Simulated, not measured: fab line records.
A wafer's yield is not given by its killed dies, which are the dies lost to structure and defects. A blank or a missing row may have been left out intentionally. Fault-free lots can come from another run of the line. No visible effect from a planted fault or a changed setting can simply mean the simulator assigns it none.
Struck lot and sound lot, side by side / flow n5Finfet / 15 steps out of a route of 1938
Sound: these wafers, L626.2, L626.5, L626.6. Wafers L637.1, L637.3, L637.4 were the ones struck. Last of all comes the cause.
At each step with rows: each side's tool, then ch and its chambers, then its first start. Under that, the readings that differ: sound wafers / struck wafers / difference of the means / sigmas: that difference in standard deviations of wafers without a fault.
alike: words and numbers the same on both sides, and readings whose means are apart by under 2 such deviations; not compared: readings that were withheld, readings missing a value for some wafer, numbers with overlapping values and no deviation given by the record, and bounds like >300 which may hide the same value.
Wherever a step has rows on one side only, a row that says differs or no value, or a row with sigmas, the two part there. Numbers that don't overlap but have no deviation are shown without sigmas and don't part them. Lack of a reading on every wafer of one side parts them only where that side has two or more wafers.

first, 1 step without rows for these wafers: N5_HKMG_FIN_COAT_66 (time 60 s, resist thk 300 nm).
N5_HKMG_FIN_ETCH_67: etches SOC in N2/H2, stops on TiN, target depth 388.9 nm.
  sound on rieDiel-01 ch 0,1, day 5 07:47; struck on rieDiel-04 ch 2,3, day 7 23:02
  alike: drypumpMotorCurrentA, oesProductAu, rfVppV, showerheadPlenumPTorr, throttleValvePct
  not compared: rfHoursCounterH
N5_HKMG_FIN_STRIP_90: strips SOC in N2/H2, time 20 s.
  sound on rieDiel-01 ch 0,1, day 5 07:50; struck on rieDiel-04 ch 2,3, day 7 23:05
reading=throttleValvePct (%); sound=18.52 18.50 19.16; struck=19.53 19.13 19.54; difference=+0.67; sigmas=+2
  alike: biasPowerW, drypumpMotorCurrentA, oesProductAu, rfVppV, showerheadPlenumPTorr, tempC
  not compared: rfHoursCounterH
then, 2 steps without rows for these wafers: N5_HKMG_FIN_WET_ETCH_73 (etches the open film in SC1, time 42.3 s, target depth 1.3 nm, rinse time 30 s); N5_HKMG_FIN_ETCHBACK_68 (etches the open film in Cl2/Ar, stops on HfO2, target depth 0.5 nm).
N5_HKMG_FIN_STRIP_69: strips in N2/H2, time 360 s.
  sound on plasmaAsher-01 ch 0,1, day 5 08:13; struck on plasmaAsher-01 ch 0,1, day 7 23:23
  alike: drypumpMotorCurrentA, heaterPowerW, tempC
  not compared: rfHoursCounterH
N5_HKMG_FIN_ALD_21: deposits TiN, target thk 1.5 nm, pulse time 1 s, purge time 3 s.
  sound on aldMetal-01 ch 1,2,3, day 5 08:36; struck on aldMetal-02 ch 0,2,3, day 7 23:46
  alike: heaterPowerW, precursorPulseHeightRel, susceptorTempC
then, 4 steps without rows for these wafers: N5_HKMG_FIN_ALD_72 (deposits W, target thk 2 nm, pulse time 1 s, purge time 2 s); N5_HKMG_FIN_W_FILL_22 (material W, target thk 60 nm, time 18.2 s); N5_HKMG_FIN_PRECLEAN_83 (cleans in DIW, time 57.5 s); N5_HKMG_FIN_SRD_84 (dry time 32 s).
N5_HKMG_FIN_CMP_23: polishes, stops on SiNx, t overpolish 10 s, target thk 46.326 nm.
  sound on cmp-03 ch 0,1,3, day 5 09:23; struck on cmp-03 ch 1,2,3, day 8 00:23
  alike: headPressurePsi, motorCurrentA, overpolishRunS, retainingRingPressureFrac, timeToEndpointS
N5_HKMG_FIN_CMP_94: polishes, stops on SiNx, t overpolish 4.7 s, target thk 43.299 nm.
  sound on cmp-03 ch 0,1,3, day 5 09:43; struck on cmp-03 ch 1,2,3, day 8 00:49
reading=headPressurePsi (psi); sound=3.999 3.993 4.010; struck=3.798 3.803 3.807; difference=-0.198; sigmas=-22
  alike: motorCurrentA, retainingRingPressureFrac
-- the record jumps here: 4 days lie between the struck wafers' starts before and after (it left off in module HKMG_FIN and takes up again in module BEOL_M4, whose first step shown is number 1111 of the route) --
N5_BEOL_M4_RC_MEAS_101:
  sound on prober-02 ch 0, day 9 02:45; struck on prober-01 ch 0, day 12 10:06
  alike: DIBL_N, DIBL_P, IOFF_N, IOFF_P, ION_N, ION_P, SS_N, SS_P, VT_N, VT_P
N5_PASSIVATION_PROBE_49:
  the record has rows for the sound wafers here (prober-01, day 13 12:28) and none for the struck ones

WHERE THEY PART
First at N5_HKMG_FIN_STRIP_90; last, within this record, at N5_PASSIVATION_PROBE_49.

WHY: what had been put in by the simulator
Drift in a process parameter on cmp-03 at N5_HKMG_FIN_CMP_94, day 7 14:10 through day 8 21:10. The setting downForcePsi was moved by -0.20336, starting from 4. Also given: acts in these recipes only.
